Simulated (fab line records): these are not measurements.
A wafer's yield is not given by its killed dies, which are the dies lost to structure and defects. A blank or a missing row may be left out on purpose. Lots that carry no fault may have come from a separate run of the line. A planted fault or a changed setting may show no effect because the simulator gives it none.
Matching of chambers    flow n5Finfet    cvdCo-02 running N5_BEOL_M5_PRE_CLEAN_77: 3 sister chambers
The step time 15 s. 24 wafers are shown with their chamber, then 12 later ones without.

== WAFERS, EACH WITH ITS CHAMBER ==
wafer   chamber  heaterPowerW (W)  rfFwdPowerW (W)
L074.1  1        83                297.9
L074.2  2        76                295.9
L074.3  0        84                294.8
L075.1  0        81                293.7
L075.2  2        75                294.1
L075.5  2        78                293.3
L077.1  2        76                294.2
L077.2  0        84                296.0
L077.5  1        82                297.3
L078.1  2        77                296.1
L078.3  1        81                297.8
L078.6  0        84                292.9
L079.2  2        77                293.5
L079.3  0        85                293.3
L079.6  2        76                294.4
L081.2  2        78                294.2
L081.5  0        83                294.7
L081.6  2        78                294.6
L085.2  0        85                292.5
L085.4  1        80                296.2
L085.5  0        83                294.3
L084.4  1        81                297.7
L084.5  2        77                294.5
L084.6  0        83                294.7

SIGNATURES, as means of the wafers listed above
reading       chamber 0  chamber 1  chamber 2  scatter within a chamber
heaterPowerW  83.56      81.40      76.80      1.13
rfFwdPowerW   294.100    297.380    294.480    0.949
Rule: a wafer's distance from a chamber is the root of the sum, over the readings, of the square of ((its reading less the chamber's mean) divided by the reading's scatter). If the next closest chamber is less than 2 further off than the closest, the wafer can't be placed; otherwise it belongs to the closest. How the scatter is found: for the shown wafers, subtract from each reading the mean of its chamber, square and add these, divide the total by (wafers less chambers), then take the root.

== WAFERS WITHOUT THEIR CHAMBER ==
wafer   heaterPowerW (W)  rfFwdPowerW (W)
L086.1  79                297.1
L086.2  78                293.9
L086.6  85                293.5
L088.1  85                294.9
L088.3  75                293.9
L088.5  83                295.2
L096.2  75                293.6
L096.5  78                293.0
L096.6  78                295.5
L094.1  77                295.0
L094.4  87                294.2
L094.5  81                296.6

== THE CHAMBER EACH PASSED THROUGH ==
wafer    from the rows above       in truth
L086.1   can't be placed: 1 or 2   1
L086.2   2                         2
L086.6   0                         0
L088.1   0                         0
L088.3   2                         2
L088.5   can't be placed: 0 or 1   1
L096.2   2                         2
L096.5   2                         2
L096.6   2                         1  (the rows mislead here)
L094.1   2                         2
L094.4   0                         0
L094.5   1                         1
Correctly placed: 9 of 12. Not placeable from these rows: 2 (in 2, the candidates include the true chamber). Number placed wrongly: 1.
